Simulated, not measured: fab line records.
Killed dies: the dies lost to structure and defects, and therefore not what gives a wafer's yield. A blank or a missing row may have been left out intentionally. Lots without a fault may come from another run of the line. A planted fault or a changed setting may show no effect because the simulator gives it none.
8D (eight disciplines) problem report, filled in by code :: flow n5 finfet :: the parts of the form that need people (team, actions taken, sign-off) are left out

1. PROBLEM STATEMENT
Wafers without a fault read 25.8 s, standard deviation 0.58; etch rf on time s at N5_MOL_CONTACT_COAG_ETCH_105 reads a mean of 15.0 s on 2 wafers belonging to 2 lots. That is -19 standard deviations from the usual mean.
The step: etches SiARC in CF4, target depth 15.6 nm, time 26 s.
Earliest sighting: wafer L127.1 on rie diel-05 at day 7 17:02. The record has a number at this step for 27 wafers belonging to 9 lots. The rule behind "out" and "out of limits": a value lying over 4 standard deviations away from the usual mean. The other wafers with a number count as sound.

2. WHAT IT IS, AND WHAT IT ISN'T
question: which readings at this step
is: etch rf on time s
is not: drypump motor current A, rf vpp V, showerhead plenum p Torr, throttle valve pct

question: which lots
is: L127, L129
is not: L115, L116, L117, L119, L124, L136, L138

question: which wafers of those lots
is: L127.1, L129.5
is not: L127.2, L127.4, L129.2, L129.3

question: read on which tools
is: rie diel-05
is not: rie diel-03, rie diel-06

question: when
is: from day 7 17:02
is not: up to then (17 sound wafers); but 8 sound wafers of L129, L136, L138 came after

3. SUSPECTS, AND WHAT RULES EACH OUT
Counting: a tool at a process step up to the reading stays a suspect if it ran every lot that is out. Sound lots after the first of them don't rule it out here, since some wafers of a struck lot are sound.
- rie metal-01 at N5_GATE_CUT_VAPOR_ETCH_51 (etches HfO2 in BCl3/Cl2): kept. It processed each lot that is out (first: L127, day 7 13:32); up to then, its last sound lot is L124 (day 6 18:58).
- rie diel-05 at N5_MOL_CONTACT_COAG_ETCH_105 (etches SiARC in CF4, target depth 15.6 nm, time 26 s): kept. It processed each lot that is out (first: L127, day 7 17:02); up to then, its last sound lot is L119 (day 5 18:05). On those wafers its own readings are out: etch rf on time s.
Remaining after the count are rie metal-01 at N5_GATE_CUT_VAPOR_ETCH_51 and rie diel-05 at N5_MOL_CONTACT_COAG_ETCH_105.

4. THE CAUSE (what the simulator had put in)
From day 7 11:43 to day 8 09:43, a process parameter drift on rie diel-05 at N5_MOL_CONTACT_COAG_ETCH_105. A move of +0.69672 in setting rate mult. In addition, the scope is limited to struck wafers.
Counting left 2 suspects, and this tool is among them.

5. THE CHAIN OF EFFECTS, in route order
Each row: a reading where the mean over the struck wafers with a number is more than 3 standard deviations away from the usual. Scope: only readings with a usual standard deviation given in the record; hours: median across lots of the time from each lot's start at the first step in this table that gives one to its start at this step; sigmas: change in usual standard deviations.
hours: 0
step: N5_MOL_CONTACT_COAG_ETCH_105
reading: etch rf on time s
usual: 25.8 s
on struck wafers: 15.0
change: -10.8
sigmas: -19

hours: 0
step: N5_MOL_CONTACT_COAG_ETCH_105
reading: oes product au
usual: 0.66 a.u.
on struck wafers: 1.00
change: +0.34
sigmas: +4.6
It contains these process steps:
- N5_MOL_CONTACT_COAG_ETCH_105: etches SiARC in CF4, target depth 15.6 nm, time 26 s.
Later steps that measure or inspect, where all struck wafers having a row at the step show a number for every such reading and not one has moved that far: N5_BEOL_M4_RC_MEAS_101.

6. HOW IT WOULD HAVE BEEN CAUGHT EARLIER
The fault began at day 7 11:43; the first out-of-limits reading in this record came at day 7 17:02, 5 hours later.
